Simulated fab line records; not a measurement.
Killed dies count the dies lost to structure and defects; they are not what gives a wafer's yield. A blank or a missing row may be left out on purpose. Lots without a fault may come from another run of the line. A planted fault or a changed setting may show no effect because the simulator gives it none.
fab line records ; flow n5-finfet
[record] lots = 7; wafers = 21
route steps=1938 shown BEOL_M9@1407 BEOL_M10@1496 BEOL_M11@1539
start-h: hours from the record's opening day to when the first of the lot's shown wafers began ; wait-h: hours from the lot's prior step to this one ; " same as the row above ; L1.1+2: one row covering several wafers at once ; - no value present, or no start provided ; * or withheld: withheld ; < > ~ a bound
route shown NAME@n: NAME is a module with steps in the file, n the number in the route of the first one ; usual: mean/standard deviation of fault-free wafers ; same: alike in all rows ; chamber/n: place in a boat ; sites: per-site readings ; _std_site: the standard deviation of these ; _edge_site: the outer-site mean with the inner-site mean subtracted ; radius-mm: how far each site lies from the wafer's centre ; mask NAME#n: copy n ; behind: the tool/chamber that last shaped the wafer ; hold: reason for holding the lot/hours on hold/outcome of the hold ; device: transistor that didn't switch, given as n, p or np ; end of line: at the end of the route, the tests of the same wafers ; step lacking rows: just its recipe ; killed: not the wafer's yield, but the dies lost to structure and defects at the first sort ; map: the dies of a wafer, with x for killed, . for not killed, _ for no die there
set.NAME: the setting that was run; set.NAME@STEP: the one run at that earlier step ; model.NAME: the simulator's own value behind a step, which no gauge read
lots whose settings were changed on purpose; a table a step, a row a wafer
[[steps]]
[step N5_BEOL_M9_COAT_60]
[recipe] resist = SiARC; temp-c = 220; time-s = 60; spin-rpm = 1500; resist-thk-nm = 30
lot.wafer;tool;chamber;start-h;wait-h;set.spin-rpm;model.SiARC_of_BEOL_M9_COAT_60.thk-nm
L075.1;litho-track-01;0;-;-;1557;29.6
L075.2;litho-track-01;0;-;-;1557;29.4
L075.6;litho-track-01;0;-;-;1500;30
L076.1+5;litho-track-03;0;-;-;1500;30
L076.3;litho-track-03;0;-;-;1500;29.8
L080.2+4;litho-track-01;0;-;-;1500;30
L080.3;litho-track-01;0;-;-;1500;30.2
L083.3;litho-track-05;0;-;-;1500;30
L083.4+5;litho-track-05;0;-;-;1614;29
L084.1+2+5;litho-track-05;0;-;-;1500;30
L092.3+4;litho-track-01;0;-;-;1500;30
L092.5;litho-track-01;0;-;-;1500;30.2
L094.1+4;litho-track-05;0;-;-;1581;29.2
L094.5;litho-track-05;0;-;-;1500;30
[step N5_BEOL_M9_COAT_05]
[recipe] resist = CAR-ArF; spin-rpm = 1500; resist-thk-nm = 90
lot.wafer;tool;chamber;start-h;wait-h;set.spin-rpm;model.CAR-ArF_of_BEOL_M9_COAT_05.thk-nm
L075.1+6;litho-track-01;0;-;-;1500;90.2
L075.2;litho-track-01;0;-;-;1392;93.4
L076.1;litho-track-03;0;-;-;1500;90
L076.3;litho-track-03;0;-;-;1500;89.8
L076.5;litho-track-03;0;-;-;1500;90.4
L080.2;litho-track-01;0;-;-;1400;93
L080.3+4;litho-track-01;0;-;-;1500;90
L083.3+4;litho-track-05;0;-;-;1500;90.4
L083.5;litho-track-05;0;-;-;1500;90.6
L084.1;litho-track-05;0;-;-;1424;92.4
L084.2;litho-track-05;0;-;-;1424;92.6
L084.5;litho-track-05;0;-;-;1500;90
L092.3;litho-track-01;0;-;-;1500;89.8
L092.4;litho-track-01;0;-;-;1500;90.2
L092.5;litho-track-01;0;-;-;1500;90
L094.1+4;litho-track-05;0;-;-;1500;89.8
L094.5;litho-track-05;0;-;-;1599;87
[step N5_BEOL_M9_EBR_07]
[recipe] solvent = PGMEA; ebr-width-mm = 1.5
[step N5_BEOL_M9_SOFTBAKE_06]
[recipe] temp-c = 110; time-s = 60; resist = CAR-ArF
[step N5_BEOL_M9_EXPOSE_08]
[recipe] mask-id = M9; na = 1.35; source-shape = dipole; sigma-inner = 0.411; sigma-outer = 0.611; polarization = te; dose-mj = 53.75
[step N5_BEOL_M9_PEB_09]
[recipe] peb-temp-c = withheld; peb-time-s = 60; resist = CAR-ArF
[step N5_BEOL_M9_DEVELOP_10]
[recipe] develop-time-s = 30; developer = TMAH; resist = CAR-ArF; rinse-liquid = diw; dry = air-spin; dev-temp-c = 23
lot.wafer;tool;chamber;start-h;wait-h;set.spin-rpm@BEOL_M9_COAT_05;model.CAR-ArF_of_BEOL_M9_COAT_05.thk-nm
L075.1+6;litho-track-03;0;-;-;1500;88.4
L075.2;litho-track-03;0;-;-;1392;91.8
L076.1;litho-track-01;0;-;-;1500;88.4
L076.3;litho-track-01;0;-;-;1500;88.2
L076.5;litho-track-01;0;-;-;1500;88.6
L080.2;litho-track-01;0;-;-;1400;91.2
L080.3;litho-track-01;0;-;-;1500;88.4
L080.4;litho-track-01;0;-;-;1500;88.2
L083.3;litho-track-01;0;-;-;1500;88.6
L083.4;litho-track-01;0;-;-;1500;88.8
L083.5;litho-track-01;0;-;-;1500;89
L084.1;litho-track-05;0;-;-;1424;90.6
L084.2;litho-track-05;0;-;-;1424;90.8
L084.5;litho-track-05;0;-;-;1500;88.4
L092.3+5;litho-track-01;0;-;-;1500;88.2
L092.4;litho-track-01;0;-;-;1500;88.4
L094.1;litho-track-03;0;-;-;1500;88.2
L094.4;litho-track-03;0;-;-;1500;88
L094.5;litho-track-03;0;-;-;1599;85.4
[step N5_BEOL_M9_DESCUM_16]
[recipe] chemistry = O2; time-s = 7.9; source-power-w = 50; bias-power-w = 20; pressure-mtorr = 20; rf-frequency-hz = 2.712e+07; temp-c = 40; resist = CAR-ArF; o2-flow-sccm = 225
[step N5_BEOL_M9_ETCH_61]
[recipe] chemistry = CF4; target = SiARC; target-depth-a = 390; mask-material = CAR-ArF; time-s = 65; ion-energy-ev = 80; pressure-mtorr = 40; source-w = 545; bias-w = 36; Ar_flow_sccm = 100; cf4-flow-sccm = 100; ends = cleared
lot.wafer;tool;chamber;start-h;wait-h;set.spin-rpm@BEOL_M9_COAT_60;set.spin-rpm@BEOL_M9_COAT_05;model.CAR-ArF_of_BEOL_M9_COAT_05.thk-nm;model.etch.depth-nm
L075.1;rie-diel-02;3;210.17;0.0;1557;1500;56;29.6
L075.2;rie-diel-02;0;210.17;0.0;1557;1392;59.4;29.48
L075.6;rie-diel-02;2;210.17;0.0;1500;1500;55.6;30.08
L076.1;rie-diel-06;3;221.58;0.0;1500;1500;55.6;29.96
L076.3;rie-diel-06;2;221.58;0.0;1500;1500;55.4;29.87
L076.5;rie-diel-06;2;221.58;0.0;1500;1500;55.8;29.99
L080.2;rie-diel-01;3;239.88;0.0;1500;1400;58.6;30.03
L080.3;rie-diel-01;0;239.88;0.0;1500;1500;55.4;30.13
L080.4;rie-diel-01;1;239.88;0.0;1500;1500;55.4;30
L083.3;rie-diel-01;1;266.45;0.0;1500;1500;55.8;29.99
L083.4;rie-diel-01;2;266.45;0.0;1614;1500;57;28.94
L083.5;rie-diel-01;2;266.45;0.0;1614;1500;57.2;28.9
L084.1;rie-diel-06;0;268.33;0.0;1500;1424;57.8;30.08
L084.2;rie-diel-06;3;268.33;0.0;1500;1424;58;30
L084.5;rie-diel-06;0;268.33;0.0;1500;1500;55.6;30.04
L092.3;rie-diel-01;2;329.18;0.0;1500;1500;55.4;29.98
L092.4;rie-diel-01;1;329.18;0.0;1500;1500;55.6;29.99
L092.5;rie-diel-01;0;329.18;0.0;1500;1500;55.4;30.11
L094.1;rie-diel-01;1;344.87;0.0;1581;1500;56.2;29.17
L094.4;rie-diel-01;0;344.87;0.0;1581;1500;56.2;29.11
L094.5;rie-diel-01;1;344.87;0.0;1500;1599;52.6;29.97
[step N5_BEOL_M9_ETCH_62]
[recipe] chemistry = N2/H2; target = SOC; target-depth-a = 1100; overetch-a = 220; mask-material = SiARC; temp-c = 40; time-s = 165; ion-energy-ev = 200; pressure-mtorr = 30; source-w = 840; bias-w = 150; n2-flow-sccm = 200; h2-flow-sccm = 200
lot.wafer;tool;chamber;start-h;wait-h;set.spin-rpm@BEOL_M9_COAT_60;model.SiARC_of_BEOL_M9_COAT_60.thk-nm
L075.1;rie-diel-02;3;210.22;0.0;1557;23.2
L075.2;rie-diel-02;0;210.22;0.0;1557;23
L075.6;rie-diel-02;2;210.22;0.0;1500;23.6
L076.1;rie-diel-06;3;221.63;0.0;1500;23.4
L076.3+5;rie-diel-06;2;221.63;0.0;1500;23.6
L080.2+4;rie-diel-01;3,1;239.93;0.0;1500;23.6
L080.3;rie-diel-01;0;239.93;0.0;1500;23.8
L083.3;rie-diel-01;1;266.50;0.0;1500;23.6
L083.4+5;rie-diel-01;2;266.50;0.0;1614;22.4
L084.1+2+5;rie-diel-06;0,3,0;268.38;0.0;1500;23.4
L092.3;rie-diel-01;2;329.23;0.0;1500;23.4
L092.4+5;rie-diel-01;1,0;329.23;0.0;1500;23.8
L094.1;rie-diel-01;1;344.92;0.0;1581;22.8
L094.4;rie-diel-01;0;344.92;0.0;1581;22.6
L094.5;rie-diel-01;1;344.92;0.0;1500;23.6
[step N5_BEOL_M10_COAT_22]
[recipe] resist = CAR-ArF; spin-rpm = 1500; resist-thk-nm = 90
lot.wafer;tool;chamber;start-h;wait-h;set.spin-rpm;model.CAR-ArF_of_BEOL_M10_COAT_22.thk-nm
L075.1;litho-track-01;0;-;-;1645;85.8
L075.2;litho-track-01;0;-;-;1500;89.8
L075.6;litho-track-01;0;-;-;1645;85.6
L076.1;litho-track-01;0;-;-;1500;89.8
L076.3;litho-track-01;0;-;-;1609;87
L076.5;litho-track-01;0;-;-;1500;90
L080.2+4;litho-track-04;0;-;-;1500;90
L080.3;litho-track-04;0;-;-;1654;85.6
L083.3;litho-track-04;0;-;-;1500;90
L083.4;litho-track-04;0;-;-;1500;89.8
L083.5;litho-track-04;0;-;-;1555;88.2
L084.1;litho-track-01;0;-;-;1500;90.4
L084.2;litho-track-01;0;-;-;1356;94.6
L084.5;litho-track-01;0;-;-;1500;90.2
L092.3;litho-track-01;0;-;-;1500;90.2
L092.4+5;litho-track-01;0;-;-;1500;90
L094.1;litho-track-01;0;-;-;1549;88.4
L094.4;litho-track-01;0;-;-;1500;90
L094.5;litho-track-01;0;-;-;1500;89.8
[step N5_BEOL_M10_EXPOSE_25]
[recipe] mask-id = V9; na = 1.35; source-shape = annular; sigma-inner = 0.5; sigma-outer = 0.8; polarization = unpolarized; dose-mj = 85.5
lot.wafer;tool;chamber;start-h;wait-h;mask;set.dose-mj
L075.1+2+6;arfi-scanner-01;0;219.63;-;V9#0;85.5
L076.1+3;arfi-scanner-02;0;231.15;-;V9#0;83.19
L076.5;arfi-scanner-02;0;231.15;-;V9#0;85.5
L080.2+3+4;arfi-scanner-03;0;247.59;-;V9#0;81.56
L083.3+5;arfi-scanner-01;0;275.41;-;V9#0;87.47
L083.4;arfi-scanner-01;0;275.41;-;V9#0;85.5
L084.1+2;arfi-scanner-02;0;278.11;-;V9#0;85.5
L084.5;arfi-scanner-02;0;278.11;-;V9#0;80.57
L092.3+4+5;arfi-scanner-03;0;338.62;-;V9#0;85.5
L094.1+4+5;arfi-scanner-03;0;350.80;-;V9#0;85.5
[step N5_BEOL_M10_PEB_26]
[recipe] peb-temp-c = withheld; peb-time-s = 60; resist = CAR-ArF
[step N5_BEOL_M10_DEVELOP_27]
[recipe] develop-time-s = 30; developer = TMAH; resist = CAR-ArF; rinse-liquid = diw; dry = air-spin; dev-temp-c = 23
lot.wafer;tool;chamber;start-h;wait-h;set.spin-rpm@BEOL_M10_COAT_22;model.CAR-ArF_of_BEOL_M10_COAT_22.thk-nm
L075.1;litho-track-01;0;-;-;1645;84.2
L075.2;litho-track-01;0;-;-;1500;88.2
L075.6;litho-track-01;0;-;-;1645;84
L076.1;litho-track-02;0;-;-;1500;88.2
L076.3;litho-track-02;0;-;-;1609;85.2
L076.5;litho-track-02;0;-;-;1500;88.4
L080.2+4;litho-track-01;0;-;-;1500;88.2
L080.3;litho-track-01;0;-;-;1654;84
L083.3;litho-track-01;0;-;-;1500;88.4
L083.4;litho-track-01;0;-;-;1500;88.2
L083.5;litho-track-01;0;-;-;1555;86.4
L084.1;litho-track-01;0;-;-;1500;88.6
L084.2;litho-track-01;0;-;-;1356;93
L084.5;litho-track-01;0;-;-;1500;88.4
L092.3+5;litho-track-04;0;-;-;1500;88.4
L092.4;litho-track-04;0;-;-;1500;88.2
L094.1;litho-track-01;0;-;-;1549;86.6
L094.4;litho-track-01;0;-;-;1500;88.4
L094.5;litho-track-01;0;-;-;1500;88.2
[step N5_BEOL_M10_CD_MEAS_28]
[recipe] target-cd-nm = 70; landing-energy-ev = 500; detector = se-inlens; polarity = opening
[usual] cd-nm = 70.1/0.8
lot.wafer;tool;chamber;start-h;wait-h;set.dose-mj@BEOL_M10_EXPOSE_25;cd-nm
L075.1;cd-sem-01;0;219.76;-;85.5;71.1
L075.2;cd-sem-01;0;219.76;-;85.5;70.6
L075.6;cd-sem-01;0;219.76;-;85.5;70.4
L076.1;cd-sem-02;0;231.28;-;83.19;67.2
L076.3;cd-sem-02;0;231.28;-;83.19;68.6
L076.5;cd-sem-02;0;231.28;-;85.5;69.8
L080.2;cd-sem-02;0;247.71;-;81.56;66.4
L080.3;cd-sem-02;0;247.71;-;81.56;66.1
L080.4;cd-sem-02;0;247.71;-;81.56;67.2
L083.3;cd-sem-03;0;275.53;-;87.47;72.3
L083.4;cd-sem-03;0;275.53;-;85.5;71.8
L083.5;cd-sem-03;0;275.53;-;87.47;73.4
L084.1;cd-sem-01;0;278.24;-;85.5;70.8
L084.2;cd-sem-01;0;278.24;-;85.5;70.9
L084.5;cd-sem-01;0;278.24;-;80.57;66.9
L092.3;cd-sem-03;0;338.74;-;85.5;69.8
L092.4;cd-sem-03;0;338.74;-;85.5;69.7
L092.5;cd-sem-03;0;338.74;-;85.5;70.5
L094.1;cd-sem-03;0;350.93;-;85.5;71.0
L094.4;cd-sem-03;0;350.93;-;85.5;70.9
L094.5;cd-sem-03;0;350.93;-;85.5;70.3
[step N5_BEOL_M11_PECVD_70]
[recipe] material = SiO2; target-thk-a = 200; temp-c = 400; precursor = TEOS/O2; pressure-torr = 5.5; rf-w = 450; teos-flow-sccm = 53.8; gas = O2; flow-sccm = 3000; time-s = 22.7
lot.wafer;tool;chamber;start-h;wait-h;set.temp-c;model.SiO2_of_BEOL_M11_PECVD_70.thk-nm
L075.1;pecvd-04;0;223.59;0.0;400;19.8
L075.2;pecvd-04;1;223.59;0.0;407.3;18.6
L075.6;pecvd-04;2;223.59;0.0;407.3;19
L076.1;pecvd-02;2;237.20;0.0;400;19.8
L076.3;pecvd-02;1;237.20;0.0;400;19.6
L076.5;pecvd-02;1;237.20;0.0;400;20
L080.2;pecvd-03;1;254.20;0.0;393.9;20.4
L080.3+4;pecvd-03;2,0;254.20;0.0;400;19.6
L083.3+4;pecvd-04;0,1;279.88;0.0;400;20
L083.5;pecvd-04;0;279.88;0.0;388;21.8
L084.1+5;pecvd-03;2,1;283.84;0.0;388;21.6
L084.2;pecvd-03;1;283.84;0.0;400;19.4
L092.3+4;pecvd-02;1,0;343.81;0.0;400;19.6
L092.5;pecvd-02;2;343.81;0.0;400;20
L094.1+5;pecvd-04;2;355.03;0.0;400;20
L094.4;pecvd-04;0;355.03;0.0;406.4;19.4
[step N5_BEOL_M11_COAT_59]
[recipe] resist = SOC; temp-c = 250; time-s = 60; spin-rpm = 1500; resist-thk-nm = 100
lot.wafer;tool;chamber;start-h;wait-h;set.spin-rpm;model.SOC_of_BEOL_M11_COAT_59.thk-nm
L075.1+6;litho-track-03;0;224.66;0.1;1500;100.4
L075.2;litho-track-03;0;224.66;0.1;1500;100.2
L076.1;litho-track-02;0;239.19;0.1;1500;100
L076.3+5;litho-track-02;0;239.19;0.1;1500;100.2
L080.2+3;litho-track-02;0;254.40;0.1;1500;100.2
L080.4;litho-track-02;0;254.40;0.1;1500;100.6
L083.3;litho-track-05;0;282.20;0.1;1500;100
L083.4;litho-track-05;0;282.20;0.1;1500;100.2
L083.5;litho-track-05;0;282.20;0.1;1405;103.8
L084.1;litho-track-02;0;285.65;0.1;1500;100.2
L084.2;litho-track-02;0;285.65;0.1;1407;103.4
L084.5;litho-track-02;0;285.65;0.1;1407;103.6
L092.3;litho-track-05;0;344.47;0.1;1500;100
L092.4;litho-track-05;0;344.47;0.1;1500;100.2
L092.5;litho-track-05;0;344.47;0.1;1500;99.8
L094.1;litho-track-02;0;356.01;0.1;1342;106
L094.4;litho-track-02;0;356.01;0.1;1500;100.2
L094.5;litho-track-02;0;356.01;0.1;1342;105.8
[step N5_BEOL_M11_COAT_60]
[recipe] resist = SiARC; temp-c = 220; time-s = 60; spin-rpm = 1500; resist-thk-nm = 30
[step N5_BEOL_M11_COAT_05]
[recipe] resist = CAR-ArF; spin-rpm = 1500; resist-thk-nm = 90
[step N5_BEOL_M11_DESCUM_16]
[recipe] chemistry = O2; time-s = 7.9; source-power-w = 50; bias-power-w = 20; pressure-mtorr = 20; rf-frequency-hz = 2.712e+07; temp-c = 40; resist = CAR-ArF; o2-flow-sccm = 225
[step N5_BEOL_M11_ETCH_61]
[recipe] chemistry = CF4; target = SiARC; target-depth-a = 390; mask-material = CAR-ArF; time-s = 65; ion-energy-ev = 80; pressure-mtorr = 40; source-w = 545; bias-w = 36; Ar_flow_sccm = 100; cf4-flow-sccm = 100; ends = cleared
[step N5_BEOL_M11_ETCH_62]
[recipe] chemistry = N2/H2; target = SOC; target-depth-a = 1100; overetch-a = 220; mask-material = SiARC; temp-c = 40; time-s = 165; ion-energy-ev = 200; pressure-mtorr = 30; source-w = 840; bias-w = 150; n2-flow-sccm = 200; h2-flow-sccm = 200
lot.wafer;tool;chamber;start-h;wait-h;set.spin-rpm@BEOL_M11_COAT_59;model.etch.depth-nm
L075.1+6;rie-diel-06;0,2;225.92;0.0;1500;100.3
L075.2;rie-diel-06;2;225.92;0.0;1500;100.1
L076.1;rie-diel-06;0;239.69;0.0;1500;100
L076.3;rie-diel-06;2;239.69;0.0;1500;100.3
L076.5;rie-diel-06;2;239.69;0.0;1500;100.2
L080.2+3;rie-diel-02;3,2;254.96;0.0;1500;100.2
L080.4;rie-diel-02;0;254.96;0.0;1500;100.6
L083.3;rie-diel-01;2;283.58;0.0;1500;99.97
L083.4;rie-diel-01;0;283.58;0.0;1500;100.1
L083.5;rie-diel-01;1;283.58;0.0;1405;103.8
L084.1;rie-diel-02;1;286.34;0.0;1500;100.2
L084.2;rie-diel-02;3;286.34;0.0;1407;103.3
L084.5;rie-diel-02;1;286.34;0.0;1407;103.6
L092.3;rie-diel-02;2;344.96;0.0;1500;99.98
L092.4;rie-diel-02;0;344.96;0.0;1500;100.2
L092.5;rie-diel-02;1;344.96;0.0;1500;99.84
L094.1;rie-diel-06;3;356.67;0.0;1342;106
L094.4;rie-diel-06;0;356.67;0.0;1500;100.2
L094.5;rie-diel-06;0;356.67;0.0;1342;105.9
[step N5_BEOL_M11_STRIP_68]
[recipe] chemistry = N2/H2; temp-c = 40; n2-flow-sccm = 200; h2-flow-sccm = 200; rf-frequency-hz = 6e+07
[step N5_BEOL_M11_STRIP_67]
[recipe] chemistry = CF4; resist = SiARC; power-w = 300; bias-power-w = 75; pressure-mtorr = 50; cf4-flow-sccm = 150; rf-frequency-hz = 6e+07
[step N5_BEOL_M11_HM_OPEN_17]
[recipe] chemistry = Cl2/BCl3; target-depth-a = 200; overetch-a = 60; target = TiN; mask-material = SOC; ion-energy-ev = 150; pressure-mtorr = 10; icp-w = 1000; bias-w = 126; Cl2_flow_sccm = 53.25; bcl3-flow-sccm = 21.75; Ar_flow_sccm = 25
lot.wafer;tool;chamber;start-h;wait-h;set.spin-rpm@BEOL_M11_COAT_59;model.SOC_of_BEOL_M11_COAT_59.thk-nm
L075.1+6;rie-metal-02;0;226.11;0.0;1500;92.4
L075.2;rie-metal-02;0;226.11;0.0;1500;92.2
L076.1;rie-metal-03;0;239.87;0.0;1500;92
L076.3;rie-metal-03;0;239.87;0.0;1500;92.2
L076.5;rie-metal-03;1;239.87;0.0;1500;92.4
L080.2;rie-metal-03;1;255.14;0.0;1500;92.4
L080.3;rie-metal-03;0;255.14;0.0;1500;92.2
L080.4;rie-metal-03;1;255.14;0.0;1500;92.8
L083.3;rie-metal-03;0;283.80;0.1;1500;92
L083.4;rie-metal-03;1;283.80;0.1;1500;92.2
L083.5;rie-metal-03;0;283.80;0.1;1405;95.6
L084.1;rie-metal-03;1;286.53;0.0;1500;92.2
L084.2;rie-metal-03;0;286.53;0.0;1407;95.2
L084.5;rie-metal-03;0;286.53;0.0;1407;95.6
L092.3+4;rie-metal-03;1,0;345.18;0.1;1500;92.2
L092.5;rie-metal-03;0;345.18;0.1;1500;91.8
L094.1+5;rie-metal-01;0,1;356.87;0.0;1342;98
L094.4;rie-metal-01;0;356.87;0.0;1500;92.2
[step N5_BEOL_M11_TRENCH_ETCH_37]
[recipe] chemistry = C4F6/O2; target-depth-a = 1488.3; target = SiCOH_lowk; time-s = 48; ion-energy-ev = 250; pressure-mtorr = 30; source-w = 345; bias-w = 185; Ar_flow_sccm = 300; C4F6_flow_sccm = 10; O2_flow_sccm = 10
[usual] rf-vpp-V = 664/8.1
lot.wafer;tool;chamber;start-h;wait-h;set.bias-w;rf-vpp-V;model.etch.depth-nm;model.BEOL_M11.feature-depth-nm
L075.1;rie-diel-01;1;-;-;212.4;727;154.2;154.2
L075.2;rie-diel-01;0;-;-;185;677;148.9;149
L075.6;rie-diel-01;1;-;-;185;652;147.4;147.4
L076.1;rie-diel-06;2;-;-;185;664;143.9;144
L076.3;rie-diel-06;1;-;-;185;683;146.2;146.2
L076.5;rie-diel-06;1;-;-;168.6;634;143.1;143
L080.2;rie-diel-01;3;-;-;156.9;583;144;144
L080.3;rie-diel-01;1;-;-;185;652;147.9;147.8
L080.4;rie-diel-01;2;-;-;185;662;152;152
L083.3;rie-diel-01;0;-;-;185;676;146.2;146.2
L083.4;rie-diel-01;1;-;-;185;653;146.5;146.4
L083.5;rie-diel-01;1;-;-;173.4;620;141.8;141.8
L084.1;rie-diel-02;2;-;-;207;720;155.7;155.8
L084.2;rie-diel-02;1;-;-;185;657;151.2;151.2
L084.5;rie-diel-02;2;-;-;185;659;149.9;150
L092.3;rie-diel-06;2;-;-;185;664;150.4;150.4
L092.4;rie-diel-06;0;-;-;185;658;150.3;150.4
L092.5;rie-diel-06;2;-;-;185;665;149.5;149.4
L094.1;rie-diel-01;2;-;-;185;662;148.9;148.8
L094.4;rie-diel-01;3;-;-;185;664;148;148
L094.5;rie-diel-01;1;-;-;185;652;147;147
[step N5_BEOL_M11_ETCH_41]
[recipe] chemistry = CH3F/O2; target = SiCN; target-depth-a = 426; taper-deg = 2; time-s = 86; ion-energy-ev = 120; mask-material = TiN; pressure-mtorr = 30; source-w = 395; bias-w = 75; Ar_flow_sccm = 150; CH3F_flow_sccm = 30; O2_flow_sccm = 20
[step N5_BEOL_M11_STRIP_77]
[recipe] chemistry = N2/H2; time-s = 10; power-w = 450; temp-c = 40; pressure-mtorr = 20; rf-frequency-hz = 6e+07; bias-power-w = 7; n2-flow-sccm = 200; h2-flow-sccm = 200
[step N5_BEOL_M11_OCD_MEAS_38]
[usual] trench-depth-nm = 148.5/2
lot.wafer;tool;chamber;start-h;wait-h;set.bias-w@BEOL_M11_TRENCH_ETCH_37;trench-depth-nm
L075.1;ocd-01;-;227.61;-;212.4;153.9
L075.2;ocd-01;-;227.61;-;185;149.4
L075.6;ocd-01;-;227.61;-;185;147.2
L076.1;ocd-02;-;241.04;-;185;143.7
L076.3;ocd-02;-;241.04;-;185;146.9
L076.5;ocd-02;-;241.04;-;168.6;143.0
L080.2;ocd-02;-;256.69;-;156.9;143.8
L080.3;ocd-02;-;256.69;-;185;147.6
L080.4;ocd-02;-;256.69;-;185;151.6
L083.3;ocd-02;-;286.32;-;185;146.4
L083.4;ocd-02;-;286.32;-;185;146.8
L083.5;ocd-02;-;286.32;-;173.4;142.0
L084.1;ocd-01;-;287.96;-;207;156.0
L084.2;ocd-01;-;287.96;-;185;151.7
L084.5;ocd-01;-;287.96;-;185;150.0
L092.3;ocd-02;-;346.95;-;185;150.6
L092.4;ocd-02;-;346.95;-;185;150.5
L092.5;ocd-02;-;346.95;-;185;149.5
L094.1;ocd-02;-;360.23;-;185;148.8
L094.4;ocd-02;-;360.23;-;185;148.0
L094.5;ocd-02;-;360.23;-;185;146.8
[step N5_BEOL_M11_HM_STRIP_39]
[recipe] chemistry = peroxide-tin-strip; material = TiN; target-depth-a = 250; temp-c = 50; time-s = 158
lot.wafer;tool;chamber;start-h;wait-h;set.temp-c@BEOL_M11_PECVD_70;model.SiO2_of_BEOL_M11_PECVD_70.thk-nm
L075.1;wet-bench-03;0;227.65;0.0;400;19.6
L075.2;wet-bench-03;4;227.65;0.0;407.3;18.4
L075.6;wet-bench-03;3;227.65;0.0;407.3;19
L076.1;wet-bench-03;7;241.08;0.0;400;19.6
L076.3;wet-bench-03;3;241.08;0.0;400;19.4
L076.5;wet-bench-03;0;241.08;0.0;400;19.8
L080.2;wet-bench-03;3;256.72;0.0;393.9;20.2
L080.3+4;wet-bench-03;6,7;256.72;0.0;400;19.4
L083.3+4;wet-bench-04;2,1;286.35;0.0;400;19.8
L083.5;wet-bench-04;5;286.35;0.0;388;21.6
L084.1;wet-bench-06;6;287.99;0.0;388;21.4
L084.2;wet-bench-06;7;287.99;0.0;400;19.2
L084.5;wet-bench-06;3;287.99;0.0;388;21.6
L092.3+4;wet-bench-04;4,1;346.98;0.0;400;19.4
L092.5;wet-bench-04;2;346.98;0.0;400;19.8
L094.1+5;wet-bench-06;4,1;360.26;0.0;400;19.8
L094.4;wet-bench-06;5;360.26;0.0;406.4;19.4
[[key]]
[split] step = N5_BEOL_M9_COAT_60; setting = spin-rpm; stated = 1500; by = wafer
[response] step = N5_BEOL_M9_COAT_60; reading = model.SiARC_of_BEOL_M9_COAT_60.thk-nm; change = -0.136; per = 1%; r = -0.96
[response] step = N5_BEOL_M9_ETCH_61; reading = model.etch.depth-nm; change = -0.145; per = 1%; r = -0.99
[response] step = N5_BEOL_M9_ETCH_62; reading = model.SiARC_of_BEOL_M9_COAT_60.thk-nm; change = -0.157; per = 1%; r = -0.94
[split] step = N5_BEOL_M9_COAT_05; setting = spin-rpm; stated = 1500; by = wafer
[response] step = N5_BEOL_M9_COAT_05; reading = model.CAR-ArF_of_BEOL_M9_COAT_05.thk-nm; change = -0.448; per = 1%; r = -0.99
[response] step = N5_BEOL_M9_DEVELOP_10; reading = model.CAR-ArF_of_BEOL_M9_COAT_05.thk-nm; change = -0.443; per = 1%; r = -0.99
[response] step = N5_BEOL_M9_ETCH_61; reading = model.CAR-ArF_of_BEOL_M9_COAT_05.thk-nm; change = -0.499; per = 1%; r = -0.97
[split] step = N5_BEOL_M10_COAT_22; setting = spin-rpm; stated = 1500; by = wafer
[response] step = N5_BEOL_M10_COAT_22; reading = model.CAR-ArF_of_BEOL_M10_COAT_22.thk-nm; change = -0.43; per = 1%; r = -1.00
[response] step = N5_BEOL_M10_DEVELOP_27; reading = model.CAR-ArF_of_BEOL_M10_COAT_22.thk-nm; change = -0.438; per = 1%; r = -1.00
[split] step = N5_BEOL_M10_EXPOSE_25; setting = dose-mj; stated = 85.5; by = wafer
[response] step = N5_BEOL_M10_CD_MEAS_28; reading = cd-nm; change = +0.654; per = 1%; r = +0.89
[split] step = N5_BEOL_M11_PECVD_70; setting = temp-c; stated = 400; by = wafer
[response] step = N5_BEOL_M11_PECVD_70; reading = model.SiO2_of_BEOL_M11_PECVD_70.thk-nm; change = -0.61; per = 1%; r = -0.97
[response] step = N5_BEOL_M11_HM_STRIP_39; reading = model.SiO2_of_BEOL_M11_PECVD_70.thk-nm; change = -0.603; per = 1%; r = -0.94
[split] step = N5_BEOL_M11_COAT_59; setting = spin-rpm; stated = 1500; by = wafer
[response] step = N5_BEOL_M11_COAT_59; reading = model.SOC_of_BEOL_M11_COAT_59.thk-nm; change = -0.548; per = 1%; r = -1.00
[response] step = N5_BEOL_M11_ETCH_62; reading = model.etch.depth-nm; change = -0.554; per = 1%; r = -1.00
[response] step = N5_BEOL_M11_HM_OPEN_17; reading = model.SOC_of_BEOL_M11_COAT_59.thk-nm; change = -0.544; per = 1%; r = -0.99
[split] step = N5_BEOL_M11_TRENCH_ETCH_37; setting = bias-w; stated = 185; by = wafer
[response] step = N5_BEOL_M11_TRENCH_ETCH_37; reading = rf-vpp-V; change = +4.82; per = 1%; r = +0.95
[response] step = N5_BEOL_M11_TRENCH_ETCH_37; reading = model.etch.depth-nm; change = +0.403; per = 1%; r = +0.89
[response] step = N5_BEOL_M11_TRENCH_ETCH_37; reading = model.BEOL_M11.feature-depth-nm; change = +0.405; per = 1%; r = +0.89
[response] step = N5_BEOL_M11_OCD_MEAS_38; reading = trench-depth-nm; change = +0.398; per = 1%; r = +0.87
